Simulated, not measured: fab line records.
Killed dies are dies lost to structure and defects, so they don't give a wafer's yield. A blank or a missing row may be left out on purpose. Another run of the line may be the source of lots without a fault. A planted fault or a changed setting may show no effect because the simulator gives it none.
Chamber matching || flow n5Finfet || N5_HKMG_FIN_ALD_79 on aldMetal-04 has 4 sister chambers
The step deposits TiN, target thk 1.5 nm, pulse time 1 s, purge time 3 s. 14 wafers are shown with their chamber, then 7 later ones without.

WAFERS, EACH WITH ITS CHAMBER
{"wafer": "L078.2", "chamber": 1, "heaterPowerW (W)": 862, "precursorPulseHeightRel": 0.997, "susceptorTempC (C)": 399.96}
{"wafer": "L078.4", "chamber": 3, "heaterPowerW (W)": 907, "precursorPulseHeightRel": 0.989, "susceptorTempC (C)": 400.08}
{"wafer": "L078.5", "chamber": 2, "heaterPowerW (W)": 932, "precursorPulseHeightRel": 1.035, "susceptorTempC (C)": 399.88}
{"wafer": "L079.2", "chamber": 0, "heaterPowerW (W)": 904, "precursorPulseHeightRel": 1.007, "susceptorTempC (C)": 400.15}
{"wafer": "L079.3", "chamber": 1, "heaterPowerW (W)": 872, "precursorPulseHeightRel": 0.972, "susceptorTempC (C)": 400.00}
{"wafer": "L079.6", "chamber": 2, "heaterPowerW (W)": 938, "precursorPulseHeightRel": 1.028, "susceptorTempC (C)": 399.99}
{"wafer": "L080.1", "chamber": 1, "heaterPowerW (W)": 884, "precursorPulseHeightRel": 1.005, "susceptorTempC (C)": 400.08}
{"wafer": "L080.2", "chamber": 0, "heaterPowerW (W)": 884, "precursorPulseHeightRel": 1.034, "susceptorTempC (C)": 400.23}
{"wafer": "L080.6", "chamber": 0, "heaterPowerW (W)": 886, "precursorPulseHeightRel": 0.988, "susceptorTempC (C)": 400.44}
{"wafer": "L083.1", "chamber": 1, "heaterPowerW (W)": 873, "precursorPulseHeightRel": 1.034, "susceptorTempC (C)": 400.34}
{"wafer": "L083.4", "chamber": 3, "heaterPowerW (W)": 894, "precursorPulseHeightRel": 0.988, "susceptorTempC (C)": 400.29}
{"wafer": "L083.6", "chamber": 3, "heaterPowerW (W)": 907, "precursorPulseHeightRel": 0.994, "susceptorTempC (C)": 400.22}
{"wafer": "L087.1", "chamber": 1, "heaterPowerW (W)": 865, "precursorPulseHeightRel": 0.985, "susceptorTempC (C)": 399.55}
{"wafer": "L087.3", "chamber": 0, "heaterPowerW (W)": 892, "precursorPulseHeightRel": 1.009, "susceptorTempC (C)": 399.97}

SIGNATURES (averages over the wafers above)
{"reading": "heaterPowerW", "chamber 0": 891.50, "chamber 1": 871.20, "chamber 2": 935.00, "chamber 3": 902.67, "scatter within a chamber": 8.15}
{"reading": "precursorPulseHeightRel", "chamber 0": 1.00950, "chamber 1": 0.99860, "chamber 2": 1.03150, "chamber 3": 0.99033, "scatter within a chamber": 0.0182}
{"reading": "susceptorTempC", "chamber 0": 400.1975, "chamber 1": 399.9860, "chamber 2": 399.9350, "chamber 3": 400.1967, "scatter within a chamber": 0.216}
Rule: a wafer's distance from a chamber is the root of the sum, over the readings, of the square of ((its reading less the chamber's mean) divided by the reading's scatter). If the next closest chamber is less than 2 further off than the closest, the wafer can't be placed; otherwise it belongs to the closest. The scatter is the square root of a quotient: the sum, over the shown wafers, of each reading's squared deviation from its chamber's mean, divided by wafers minus chambers.

WAFERS WHOSE CHAMBER IS MISSING
{"wafer": "L087.6", "heaterPowerW (W)": 877, "precursorPulseHeightRel": 1.012, "susceptorTempC (C)": 400.06}
{"wafer": "L093.2", "heaterPowerW (W)": 904, "precursorPulseHeightRel": 0.987, "susceptorTempC (C)": 400.14}
{"wafer": "L093.4", "heaterPowerW (W)": 851, "precursorPulseHeightRel": 0.979, "susceptorTempC (C)": 400.13}
{"wafer": "L093.5", "heaterPowerW (W)": 876, "precursorPulseHeightRel": 0.987, "susceptorTempC (C)": 400.21}
{"wafer": "L094.2", "heaterPowerW (W)": 886, "precursorPulseHeightRel": 0.993, "susceptorTempC (C)": 399.86}
{"wafer": "L094.4", "heaterPowerW (W)": 903, "precursorPulseHeightRel": 1.011, "susceptorTempC (C)": 399.70}
{"wafer": "L094.5", "heaterPowerW (W)": 903, "precursorPulseHeightRel": 0.990, "susceptorTempC (C)": 400.15}

WHICH CHAMBER EACH WENT THROUGH
{"wafer": "L087.6", "from the rows above": "can't be placed: 1 or 0", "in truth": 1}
{"wafer": "L093.2", "from the rows above": "can't be placed: 3 or 0", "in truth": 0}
{"wafer": "L093.4", "from the rows above": 1, "in truth": 1}
{"wafer": "L093.5", "from the rows above": "can't be placed: 1 or 0 or 3", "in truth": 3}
{"wafer": "L094.2", "from the rows above": "can't be placed: 0 or 1 or 3", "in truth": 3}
{"wafer": "L094.4", "from the rows above": "can't be placed: 3 or 0 or 1 or 2", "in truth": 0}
{"wafer": "L094.5", "from the rows above": "can't be placed: 3 or 0", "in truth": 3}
1 of 7 placed correctly. Unplaceable from these rows: 6, with the true chamber sitting among the candidates in 6. Number placed wrongly: 0.
